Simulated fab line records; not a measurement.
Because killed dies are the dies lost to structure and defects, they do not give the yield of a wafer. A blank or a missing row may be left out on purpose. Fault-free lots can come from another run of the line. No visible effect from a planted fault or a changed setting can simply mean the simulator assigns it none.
Which tool was responsible? || flow n5 finfet || at 1 step of a route of 1938, 24 lots with 72 wafers sampled

== WHAT THE GAUGES SHOWED, per wafer ==
N5_BEOL_M11_CD_MEAS_35 targets a cd of 70 nm. Usual: cd nm 70.1 nm, standard deviation 0.65.
{"lot": "L074", "measured": "day 10 10:01", "on": "cd sem-02", "cd nm (nm)": "70.7 70.8 70.1", "flag": ""}
{"lot": "L076", "measured": "day 10 18:27", "on": "cd sem-03", "cd nm (nm)": "70.0 69.6 69.2", "flag": ""}
{"lot": "L075", "measured": "day 10 18:59", "on": "cd sem-03", "cd nm (nm)": "71.3 71.0 71.3", "flag": ""}
{"lot": "L077", "measured": "day 11 01:50", "on": "cd sem-03", "cd nm (nm)": "70.7 69.6 69.2", "flag": ""}
{"lot": "L078", "measured": "day 11 07:48", "on": "cd sem-02", "cd nm (nm)": "70.9 70.1 70.6", "flag": ""}
{"lot": "L079", "measured": "day 11 09:44", "on": "cd sem-01", "cd nm (nm)": "69.9 71.0 70.2", "flag": ""}
{"lot": "L081", "measured": "day 12 01:00", "on": "cd sem-02", "cd nm (nm)": "70.6 70.3 70.1", "flag": ""}
{"lot": "L080", "measured": "day 12 05:26", "on": "cd sem-02", "cd nm (nm)": "70.3 70.5 70.1", "flag": ""}
{"lot": "L082", "measured": "day 12 18:43", "on": "cd sem-02", "cd nm (nm)": "70.2 71.1 70.4", "flag": ""}
{"lot": "L083", "measured": "day 13 03:01", "on": "cd sem-01", "cd nm (nm)": "70.1 69.9 69.8", "flag": ""}
{"lot": "L084", "measured": "day 13 03:28", "on": "cd sem-01", "cd nm (nm)": "70.5 71.5 70.3", "flag": ""}
{"lot": "L086", "measured": "day 13 04:29", "on": "cd sem-03", "cd nm (nm)": "69.4 70.1 69.5", "flag": ""}
{"lot": "L085", "measured": "day 13 14:36", "on": "cd sem-01", "cd nm (nm)": "70.0 69.6 70.1", "flag": ""}
{"lot": "L087", "measured": "day 14 02:59", "on": "cd sem-03", "cd nm (nm)": "69.8 69.9 68.6", "flag": ""}
{"lot": "L090", "measured": "day 14 22:07", "on": "cd sem-01", "cd nm (nm)": "69.2 70.7 69.7", "flag": ""}
{"lot": "L088", "measured": "day 14 22:41", "on": "cd sem-01", "cd nm (nm)": "68.6 69.7 70.0", "flag": ""}
{"lot": "L091", "measured": "day 14 22:57", "on": "cd sem-02", "cd nm (nm)": "70.3 69.1 70.1", "flag": ""}
{"lot": "L089", "measured": "day 14 23:50", "on": "cd sem-01", "cd nm (nm)": "70.0 70.2 69.1", "flag": ""}
{"lot": "L093", "measured": "day 15 12:35", "on": "cd sem-01", "cd nm (nm)": "69.3 69.2 70.9", "flag": ""}
{"lot": "L092", "measured": "day 15 14:26", "on": "cd sem-01", "cd nm (nm)": "69.3 69.5 70.2", "flag": ""}
{"lot": "L094", "measured": "day 15 15:26", "on": "cd sem-01", "cd nm (nm)": "70.3 70.3 70.2", "flag": ""}
{"lot": "L095", "measured": "day 16 04:16", "on": "cd sem-01", "cd nm (nm)": "70.5 69.9 70.1", "flag": ""}
{"lot": "L096", "measured": "day 16 22:21", "on": "cd sem-01", "cd nm (nm)": "71.5 71.5 70.8", "flag": ""}
{"lot": "L097", "measured": "day 16 22:42", "on": "cd sem-02", "cd nm (nm)": "69.8 69.4 70.2", "flag": ""}

== WHAT TOOL EACH LOT RAN ON (gives the tool, then ch and the chambers of the sampled wafers, and finally the start) ==
Record: no process step prior to these readings.

== AS READ BY THE TOOLS THEMSELVES (means over the sampled wafers that have a number; for cases with no such wafer, the mark the record gives instead) ==
The record holds no such reading with a usual standard deviation.

== THE ANSWER, worked out from the rows above alone ==
Rule: a lot is off if the mean of its wafers that have a number lies more than 3 standard deviations from the usual mean. A lot without any number at a reading at which 4 lots or more have one is off too. All remaining lots with rows at the step are treated as sound. Order of review: gauges by route order, followed by the tools' own readings, for which a lot's mean as printed above is used. The first step at which some lot is off is used, and at that step the reading that is off furthest; a lot without a number counts as furthest.
Nothing can be told from this: no lot is off at any reading shown.

== WHAT HAD BEEN PUT IN BY THE SIMULATOR ==
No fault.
